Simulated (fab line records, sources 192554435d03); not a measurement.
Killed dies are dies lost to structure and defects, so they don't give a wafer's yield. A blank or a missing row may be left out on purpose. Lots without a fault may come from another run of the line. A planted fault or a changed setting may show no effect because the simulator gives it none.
Split-lot experiment | flow n5_finfet | 7 lots, 21 wafers read, on a route of 1938 steps

THE SPLIT
At N5_WELL_APT_PEB_23 (peb time 90 s), the setting peb_temp_c was moved away from the recipe's 130 C on 6 of the 21 wafers read, by -1.8% to +2.8%. The other wafers ran this setting at the recipe's value.

FROM THE SPLIT TO THE READING: what the file shows between them, 2 steps
- N5_WELL_APT_DEVELOP_24: develop time 45 s (also split here: develop_time_s)
- N5_WELL_APT_HARDBAKE_29: time 120 s

THE READING
cd_nm, in nm, at N5_WELL_APT_CD_MEAS_25 (target cd 200 nm). Fault-free wafers of this fab line usually give 200.8 nm, standard deviation 2 nm.

wafer  | tool, chamber at the split | peb_temp_c as run, C | against the recipe | cd_nm, nm | against lot-mates on the recipe
L076.2 | litho_track-02, 0          | 133.7                | +2.8%              | 213.0     | +13.9
L076.3 | litho_track-02, 0          | 130                  | recipe             | 197.9     | -
L076.4 | litho_track-02, 0          | 130                  | recipe             | 200.2     | -
L080.1 | litho_track-04, 0          | 130                  | recipe             | 199.9     | -
L080.4 | litho_track-04, 0          | 130                  | recipe             | 199.3     | -
L080.6 | litho_track-04, 0          | 130                  | recipe             | 201.4     | -
L081.2 | litho_track-02, 0          | 127.6                | -1.8%              | 183.9     | -18.3
L081.4 | litho_track-02, 0          | 130                  | recipe             | 202.2     | -
L081.5 | litho_track-02, 0          | 127.6                | -1.8%              | 181.6     | -20.6
L082.1 | litho_track-05, 0          | 128.3                | -1.3%              | 186.4     | -12.5
L082.2 | litho_track-05, 0          | 130                  | recipe             | 199.7     | -
L082.6 | litho_track-05, 0          | 130                  | recipe             | 198.1     | -
L088.2 | litho_track-04, 0          | 130                  | recipe             | 201.3     | -
L088.5 | litho_track-04, 0          | 130                  | recipe             | 204.9     | -
L088.6 | litho_track-04, 0          | 132.3                | +1.8%              | 213.0     | +9.9
L095.2 | litho_track-05, 0          | 130                  | recipe             | 203.5     | -
L095.3 | litho_track-05, 0          | 130                  | recipe             | 201.2     | -
L095.4 | litho_track-05, 0          | 130                  | recipe             | 202.3     | -
L097.2 | litho_track-02, 0          | 130                  | recipe             | 202.7     | -
L097.4 | litho_track-02, 0          | 130                  | recipe             | 198.1     | -
L097.5 | litho_track-02, 0          | 127.6                | -1.8%              | 186.9     | -13.5

THE FIT
A straight line over all 21 wafers: cd_nm changes by +7.12 nm for each +1% of peb_temp_c; r = +0.93; the points scatter about the line by 3 nm.
The same after taking each lot's own level away (the mean of its wafers on the recipe; 21 wafers): +7.24 nm for each +1%; r = +0.95; scatter 2.7 nm.
On that fit, the largest move of peb_temp_c shifts the reading by 21 nm.
The lots' own levels span 198.90 to 203.10 nm, that is 2.1 times the standard deviation above.
So the lot-to-lot level changes the slope little: the two slopes agree.
Check: with one of the wafers moved furthest among these (+2.8%) left out of the fit, the line predicts +23.5 nm for it against its lot-mates. It came out at +13.9 nm against them.

OTHER SPLITS ON THESE WAFERS
These wafers also went through other splits before the reading. Each is held against what the fit with the lots' levels taken away leaves over:
other split on the same wafers        | wafers away from the commonest value | r with cd_nm (lot level and that fit taken away)
N5_WELL_APT_DEVELOP_24 develop_time_s | 6                                    | +0.06

THE WHOLE CHAIN: every reading that the file lists as answering this split, in the file's order
step                   | what it does             | reading                                                         | change (the file's fit)              | r (the file's)
N5_WELL_APT_CD_MEAS_25 | target cd 200 nm         | cd_nm                                                           | +6.8 nm for each +1% of the setting  | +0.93
N5_WELL_APT_DESCUM_30  | chemistry O2, time 7.9 s | WELL_APT.cd_nm (the simulator's own value, which no gauge read) | +6.79 nm for each +1% of the setting | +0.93

THE FILE'S OWN FIT
cd_nm changes by +6.8 nm for each +1% of peb_temp_c, r = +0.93.
